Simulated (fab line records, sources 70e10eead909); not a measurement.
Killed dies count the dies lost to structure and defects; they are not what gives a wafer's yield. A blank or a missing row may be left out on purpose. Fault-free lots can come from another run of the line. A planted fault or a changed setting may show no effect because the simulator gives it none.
Check of tool commonality || flow nand_harc || Sampled: 11 lots, 33 wafers

WHY THIS WAS OPENED
Flagged at NHARC_P_GATE_CD_MEAS_26: reading cd_nm, on 2 of 11 lots. Wafers without a fault read 119.7 nm, standard deviation 0.57.
Rule: flag the lot when none of its wafers has a number, or when each of its wafers that has one lies beyond 4 standard deviations from that mean. The other lots count as sound.

{"lot": "L136", "measured": "day 4 13:29", "on": "cd_sem-02", "cd_nm (nm), wafer by wafer": "119.6 120.1 119.9", "flag": ""}
{"lot": "L137", "measured": "day 4 13:39", "on": "cd_sem-02", "cd_nm (nm), wafer by wafer": "119.8 119.4 120.3", "flag": ""}
{"lot": "L139", "measured": "day 5 04:25", "on": "cd_sem-02", "cd_nm (nm), wafer by wafer": "121.1 120.0 121.1", "flag": ""}
{"lot": "L138", "measured": "day 5 04:35", "on": "cd_sem-01", "cd_nm (nm), wafer by wafer": "120.7 119.2 119.5", "flag": ""}
{"lot": "L142", "measured": "day 6 02:40", "on": "cd_sem-03", "cd_nm (nm), wafer by wafer": "118.2 118.1 118.8", "flag": ""}
{"lot": "L143", "measured": "day 6 14:40", "on": "cd_sem-03", "cd_nm (nm), wafer by wafer": "119.0 119.5 119.6", "flag": ""}
{"lot": "L145", "measured": "day 6 20:49", "on": "cd_sem-02", "cd_nm (nm), wafer by wafer": "120.1 119.5 119.4", "flag": ""}
{"lot": "L148", "measured": "day 8 00:46", "on": "cd_sem-01", "cd_nm (nm), wafer by wafer": "118.8 119.7 119.9", "flag": ""}
{"lot": "L147", "measured": "day 8 01:19", "on": "cd_sem-02", "cd_nm (nm), wafer by wafer": "120.5 119.3 119.8", "flag": ""}
{"lot": "L154", "measured": "day 9 07:16", "on": "cd_sem-03", "cd_nm (nm), wafer by wafer": "123.9 124.3 124.1", "flag": "FLAGGED"}
{"lot": "L156", "measured": "day 9 17:09", "on": "cd_sem-03", "cd_nm (nm), wafer by wafer": "124.5 124.6 124.8", "flag": "FLAGGED"}
The numbers of the flagged lots are 124.4 nm on average: +4.7 nm against the usual, or +8 standard deviations.

WHICH TOOL RAN EACH LOT
The record holds 1 process step before the reading, out of a route of 1159 steps. Read each cell as the tool, then ch plus the chambers that the sampled wafers visited, then the start.
{"lot": "L136", "flag": "", "NHARC_P_GATE_PEB_24": "litho_track-06 ch 0, day 4 13:25"}
{"lot": "L137", "flag": "", "NHARC_P_GATE_PEB_24": "litho_track-01 ch 0, day 4 13:34"}
{"lot": "L139", "flag": "", "NHARC_P_GATE_PEB_24": "litho_track-04 ch 0, day 5 04:21"}
{"lot": "L138", "flag": "", "NHARC_P_GATE_PEB_24": "litho_track-01 ch 0, day 5 04:30"}
{"lot": "L142", "flag": "", "NHARC_P_GATE_PEB_24": "litho_track-01 ch 0, day 6 02:34"}
{"lot": "L143", "flag": "", "NHARC_P_GATE_PEB_24": "litho_track-01 ch 0, day 6 14:35"}
{"lot": "L145", "flag": "", "NHARC_P_GATE_PEB_24": "litho_track-04 ch 0, day 6 20:44"}
{"lot": "L148", "flag": "", "NHARC_P_GATE_PEB_24": "litho_track-04 ch 0, day 8 00:41"}
{"lot": "L147", "flag": "", "NHARC_P_GATE_PEB_24": "litho_track-04 ch 0, day 8 01:14"}
{"lot": "L154", "flag": "FLAGGED", "NHARC_P_GATE_PEB_24": "litho_track-04 ch 0, day 9 07:11"}
{"lot": "L156", "flag": "FLAGGED", "NHARC_P_GATE_PEB_24": "litho_track-04 ch 0, day 9 17:04"}
What these steps do:
- NHARC_P_GATE_PEB_24: peb time 65 s.
- NHARC_P_GATE_CD_MEAS_26: target cd 120 nm.

FLAGGED AGAINST TOTAL, ONE TOOL AT A TIME (gauges that did the reading follow at the end)
{"step": "NHARC_P_GATE_PEB_24", "tool": "litho_track-01", "lots run": 4, "flagged": 0, "share of the flagged lots": "none", "sound lots run after its first flagged lot": "-"}
{"step": "NHARC_P_GATE_PEB_24", "tool": "litho_track-04", "lots run": 6, "flagged": 2, "share of the flagged lots": "all", "sound lots run after its first flagged lot": 0}
{"step": "NHARC_P_GATE_PEB_24", "tool": "litho_track-06", "lots run": 1, "flagged": 0, "share of the flagged lots": "none", "sound lots run after its first flagged lot": "-"}
{"step": "NHARC_P_GATE_CD_MEAS_26", "tool": "cd_sem-01", "lots run": 2, "flagged": 0, "share of the flagged lots": "none", "sound lots run after its first flagged lot": "-"}
{"step": "NHARC_P_GATE_CD_MEAS_26", "tool": "cd_sem-02", "lots run": 5, "flagged": 0, "share of the flagged lots": "none", "sound lots run after its first flagged lot": "-"}
{"step": "NHARC_P_GATE_CD_MEAS_26", "tool": "cd_sem-03", "lots run": 4, "flagged": 2, "share of the flagged lots": "all", "sound lots run after its first flagged lot": 0}

THE TABLE: WHAT IT ALLOWS
Table rows that saw every flagged lot: 2, namely litho_track-04 at NHARC_P_GATE_PEB_24 and cd_sem-03 at NHARC_P_GATE_CD_MEAS_26.
- litho_track-04 at NHARC_P_GATE_PEB_24: 2 of its 6 lots flagged. It ran its last sound lot, L147, at day 8 01:14 and its first flagged lot, L154, at day 9 07:11: a fault with its onset between the two fits. Its own readings lie more than 4 standard deviations out on every wafer of the flagged lots: heater_power_total_W.
- cd_sem-03 at NHARC_P_GATE_CD_MEAS_26: 2 of its 4 lots flagged. It ran its last sound lot, L143, at day 6 14:40 and its first flagged lot, L154, at day 9 07:16: a fault with its onset between the two fits.
Counting lots can't tell these 2 tools apart, because each fits a fault that began at some hour. More lots, or a look at what each step does to the wafer, might.

WHAT THE SIMULATOR PUT IN
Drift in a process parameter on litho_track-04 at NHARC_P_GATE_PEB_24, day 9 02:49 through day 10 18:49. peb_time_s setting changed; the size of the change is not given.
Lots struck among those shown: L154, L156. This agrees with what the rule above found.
